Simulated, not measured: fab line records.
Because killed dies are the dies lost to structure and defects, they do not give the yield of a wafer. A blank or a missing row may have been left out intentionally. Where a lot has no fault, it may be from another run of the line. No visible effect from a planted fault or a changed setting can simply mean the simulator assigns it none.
Which tool did it? ; flow nandHarc ; Sampling: 13 lots, 39 wafers, 3 of 1159 route steps

## WHAT THE GAUGES SHOWED, per wafer
NHARC_A_WL_FILL_INSPECT_15. Usual: rawDefectCount 388, standard deviation 120.
lot;measured;on;rawDefectCount;flag
L320;day 16 15:25;defectInspect-01;581 578 462;
L319;day 16 14:52;defectInspect-01;451 670 364;
L325;day 17 10:06;defectInspect-02;361 356 446;
L322;day 17 13:32;defectInspect-02;272 166 361;
L323;day 17 19:59;defectInspect-01;419 393 388;
L324;day 18 04:52;defectInspect-02;347 241 245;
L327;day 18 12:43;defectInspect-02;270 469 276;
L328;day 18 12:41;defectInspect-01;256 287 254;
L329;day 18 20:31;defectInspect-01;366 340 275;
L330;day 18 20:53;defectInspect-02;520 874 547;
L331;day 19 12:32;defectInspect-02;467 242 293;
L332;day 19 12:37;defectInspect-01;312 315 383;
L333;day 20 04:50;defectInspect-02;381 436 273;

## WHAT TOOL EACH LOT RAN ON (gives the tool, then ch and the chambers of the sampled wafers, and finally the start)
lot;NHARC_A_WL_FILL_STRIP_29;NHARC_A_WL_FILL_ETCHBACK_26
L320;rieDiel-13 ch 0,1,2, day 16 03:26;rieSi-04 ch 1,2,3, day 16 08:56
L319;rieDiel-13 ch 1,2,3, day 16 04:44;rieSi-05 ch 0,3, day 16 08:58
L325;rieDiel-01 ch 0,3, day 16 19:40;rieSi-04 ch 2,3, day 17 01:09
L322;rieDiel-13 ch 1,3, day 16 22:13;rieSi-05 ch 2,3, day 17 03:23
L323;rieDiel-01 ch 1,2,3, day 17 03:53;rieSi-04 ch 0,3, day 17 09:02
L324;rieDiel-01 ch 0,2,3, day 17 15:49;rieSi-05 ch 0,1,2, day 17 21:16
L327;rieDiel-05 ch 0,2, day 18 01:25;rieSi-05 ch 0,1, day 18 06:46
L328;rieDiel-01 ch 0,2,3, day 18 02:14;rieSi-01 ch 0,2,3, day 18 06:46
L329;rieDiel-01 ch 0,3, day 18 07:49;rieSi-01 ch 0,2, day 18 13:19
L330;rieDiel-13 ch 0,1, day 18 08:50;rieSi-04 ch 1,2,3, day 18 13:19
L331;rieDiel-13 ch 0,2,3, day 19 01:08;rieSi-04 ch 0,2,3, day 19 06:38
L332;rieDiel-13 ch 0,1,2, day 19 01:25;rieSi-01 ch 0,2,3, day 19 06:38
L333;rieDiel-13 ch 0,1,2, day 19 17:46;rieSi-05 ch 1,2,3, day 19 22:54
- NHARC_A_WL_FILL_STRIP_29: strips in O2, time 20 s.
- NHARC_A_WL_FILL_ETCHBACK_26: etches the open film in HBr, target depth 52 nm, time 13.3 s.

## AS READ BY THE TOOLS THEMSELVES (means over the sampled wafers that have a number; for cases with no such wafer, the mark the record gives instead)
NHARC_A_WL_FILL_STRIP_29. Usual: drypumpMotorCurrentA 5.7 A, standard deviation 0.36; oesProductAu 1.004 a.u., standard deviation 0.011; rfVppV 57.8 V, standard deviation 0.92; showerheadPlenumPTorr 3.55 Torr, standard deviation 0.16; throttleValvePct 17.036 %, standard deviation 0.0096.
lot;tool;drypumpMotorCurrentA (A);oesProductAu (a.u.);rfVppV (V);showerheadPlenumPTorr (Torr);throttleValvePct (%);flag
L320;rieDiel-13;5.7;1.000;58.4;3.68;17.030;
L319;rieDiel-13;5.6;1.008;58.1;3.53;17.041;
L325;rieDiel-01;5.6;1.013;57.9;3.35;17.031;
L322;rieDiel-13;5.7;1.011;58.3;3.41;17.027;
L323;rieDiel-01;5.9;0.994;58.3;3.55;17.049;
L324;rieDiel-01;5.7;1.005;57.1;3.49;17.044;
L327;rieDiel-05;5.3;1.004;57.3;3.47;17.035;
L328;rieDiel-01;5.7;1.004;57.4;3.49;17.028;
L329;rieDiel-01;5.5;1.015;56.4;3.38;17.037;
L330;rieDiel-13;6.0;1.006;58.0;3.71;17.042;
L331;rieDiel-13;5.8;1.006;59.2;3.55;17.051;
L332;rieDiel-13;5.8;1.013;56.8;3.67;17.026;
L333;rieDiel-13;5.8;1.004;58.1;3.67;17.040;

NHARC_A_WL_FILL_ETCHBACK_26. Usual: drypumpMotorCurrentA 5.9 A, standard deviation 0.39; oesProductAu 0.994 a.u., standard deviation 0.012; throttleValvePct 23.266 %, standard deviation 0.0076.
lot;tool;drypumpMotorCurrentA (A);oesProductAu (a.u.);throttleValvePct (%);flag
L320;rieSi-04;5.8;0.991;23.267;
L319;rieSi-05;6.2;1.010;23.259;
L325;rieSi-04;6.1;1.003;23.270;
L322;rieSi-05;6.1;0.996;23.265;
L323;rieSi-04;5.7;0.980;23.264;
L324;rieSi-05;5.9;0.991;23.268;
L327;rieSi-05;5.8;1.000;23.267;
L328;rieSi-01;5.8;0.982;23.258;
L329;rieSi-01;5.4;0.981;23.276;
L330;rieSi-04;5.8;0.995;23.263;
L331;rieSi-04;5.9;0.997;23.270;
L332;rieSi-01;5.8;0.982;23.271;
L333;rieSi-05;6.0;0.999;23.261;

## THE ANSWER, worked out from the rows above alone
Rule: take the mean of a lot's wafers that have a number; if it is more than 3 standard deviations from the usual mean, the lot is off. A lot without any number at a reading at which 4 lots or more have one is off too. The other lots that the step has rows for count as sound. After the gauges, taken in route order, come the tools' own readings; for these a lot's mean is taken, as printed above. The first step at which some lot is off is used, and at that step the reading that is off furthest; a lot without a number counts as furthest.
Across all readings shown, no lot is off: no conclusion can be drawn from this.

## WHAT THE SIMULATOR HAD INSERTED
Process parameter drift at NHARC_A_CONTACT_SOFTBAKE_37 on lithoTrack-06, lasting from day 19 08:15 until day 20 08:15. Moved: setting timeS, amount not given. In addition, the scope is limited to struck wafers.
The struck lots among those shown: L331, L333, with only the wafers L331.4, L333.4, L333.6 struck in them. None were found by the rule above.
